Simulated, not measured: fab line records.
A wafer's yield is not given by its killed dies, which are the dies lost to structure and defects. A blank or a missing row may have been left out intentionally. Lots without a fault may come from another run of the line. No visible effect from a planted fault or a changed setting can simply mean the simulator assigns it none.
Chamber matching | flow n5-finfet | N5_BEOL_M1_STRIP_19 on rie-diel-04: 4 sister chambers
The step strips in O2. 14 wafers are shown with their chamber, then 7 later ones without.

WAFERS WITH THEIR CHAMBER
wafer  | chamber | showerhead-plenum-p-Torr (Torr) | drypump-motor-current-A (A) | throttle-valve-pct (%)
L076.1 | 3       | 2.20                            | 6.0                         | 16.73
L076.4 | 1       | 2.18                            | 6.0                         | 16.67
L076.5 | 0       | 1.97                            | 6.3                         | 16.86
L078.1 | 0       | 1.97                            | 6.3                         | 16.87
L078.5 | 2       | 2.09                            | 5.4                         | 16.64
L078.6 | 1       | 2.18                            | 6.0                         | 16.67
L079.1 | 0       | 1.97                            | 6.3                         | 16.89
L079.3 | 3       | 2.20                            | 6.0                         | 16.74
L079.5 | 3       | 2.20                            | 6.0                         | 16.76
L082.2 | 0       | 1.97                            | 6.3                         | 16.90
L082.3 | 1       | 2.17                            | 6.0                         | 16.70
L082.5 | 3       | 2.20                            | 5.9                         | 16.77
L090.1 | 2       | 2.09                            | 5.4                         | 16.66
L090.5 | 1       | 2.17                            | 6.0                         | 16.72

SIGNATURES (means of the wafers above)
reading                  | chamber 0 | chamber 1 | chamber 2 | chamber 3 | scatter within a chamber
showerhead-plenum-p-Torr | 1.9700    | 2.1750    | 2.0900    | 2.2000    | 0.00316
drypump-motor-current-A  | 6.300     | 6.000     | 5.400     | 5.975     | 0.0274
throttle-valve-pct       | 16.8800   | 16.6900   | 16.6500   | 16.7500   | 0.02
Rule: for a wafer and a chamber, the distance is found by dividing, reading by reading, the gap between the wafer's reading and the chamber's mean by the reading's scatter, squaring, summing and taking the root. The wafer belongs to the nearest chamber; if the next one is less than 2 further off, it can't be placed. The scatter: the root of (the sum of the squares of (reading less its chamber's mean) over the shown wafers, divided by (wafers less chambers)).

WAFERS MISSING THEIR CHAMBER
wafer  | showerhead-plenum-p-Torr (Torr) | drypump-motor-current-A (A) | throttle-valve-pct (%)
L090.6 | 2.09                            | 5.4                         | 16.70
L093.3 | 2.19                            | 5.9                         | 16.79
L093.5 | 1.96                            | 6.3                         | 16.93
L093.6 | 2.17                            | 6.0                         | 16.73
L094.2 | 2.19                            | 6.0                         | 16.80
L094.5 | 1.96                            | 6.3                         | 16.91
L094.6 | 2.17                            | 6.0                         | 16.72

THE CHAMBER EACH PASSED THROUGH
wafer  | from the rows above | in truth
L090.6 | 2                   | 2
L093.3 | 3                   | 3
L093.5 | 0                   | 0
L093.6 | 1                   | 1
L094.2 | 3                   | 3
L094.5 | 0                   | 0
L094.6 | 1                   | 1
Correctly placed: 7 of 7. Left unplaced by these rows: 0. Placed wrongly: 0.
